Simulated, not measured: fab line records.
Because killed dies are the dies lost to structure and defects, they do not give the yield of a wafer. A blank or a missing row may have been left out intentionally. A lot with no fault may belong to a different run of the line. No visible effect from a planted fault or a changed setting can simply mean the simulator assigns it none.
Chamber matching -- flow n5_finfet -- N5_BEOL_M7_ILD_DEP_00 on pecvd-04: 3 sister chambers
The step deposits SiCOH lowk from DEMS/porogen, target thk 179.75 nm, time 33.4 s. 14 wafers are shown with their chamber, then 7 later ones without.

## EACH WAFER AND ITS CHAMBER
wafer,chamber,throttle_valve_pct (%),showerhead_plenum_p_Torr (Torr),heater_power_w (W)
L074.2,1,15.4,5.763,316
L074.4,2,13.7,5.750,313
L074.5,1,15.8,5.753,325
L075.1,0,14.4,5.755,282
L075.3,2,13.5,5.738,367
L075.5,2,13.9,5.739,367
L078.1,1,15.6,5.758,341
L078.2,0,14.5,5.754,298
L078.6,2,13.5,5.737,349
L086.4,0,14.4,5.765,306
L086.5,2,13.8,5.735,300
L086.6,1,15.6,5.756,280
L087.1,1,15.4,5.744,287
L087.3,2,13.8,5.729,352

SIGNATURES (averages over the wafers above)
reading,chamber 0,chamber 1,chamber 2,scatter within a chamber
throttle_valve_pct,14.433,15.560,13.700,0.153
showerhead_plenum_p_Torr,5.75800,5.75480,5.73800,0.0068
heater_power_w,295.33,309.80,341.33,25.1
Rule: a wafer's distance from a chamber is the root of the sum, over the readings, of the square of ((its reading less the chamber's mean) divided by the reading's scatter). The wafer belongs to the nearest chamber; if the next one is less than 2 further off, it can't be placed. How the scatter is found: for the shown wafers, subtract from each reading the mean of its chamber, square and add these, divide the total by (wafers less chambers), then take the root.

## WAFERS WITHOUT THEIR CHAMBER
wafer,throttle_valve_pct (%),showerhead_plenum_p_Torr (Torr),heater_power_w (W)
L087.5,14.4,5.767,266
L097.1,15.3,5.750,286
L097.2,14.1,5.758,325
L097.5,15.3,5.753,285
L096.4,13.9,5.754,331
L096.5,14.4,5.737,319
L096.6,15.8,5.752,334

## CHAMBER TAKEN BY EACH
wafer,from the rows above,in truth
L087.5,0,0
L097.1,1,1
L097.2,can't be placed: 0 or 2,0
L097.5,1,1
L096.4,can't be placed: 2 or 0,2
L096.5,can't be placed: 0 or 2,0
L096.6,1,1
4 of 7 placed correctly. From these rows, 3 cannot be placed; in 3 the true chamber is one of the candidates. 0 placed wrongly.
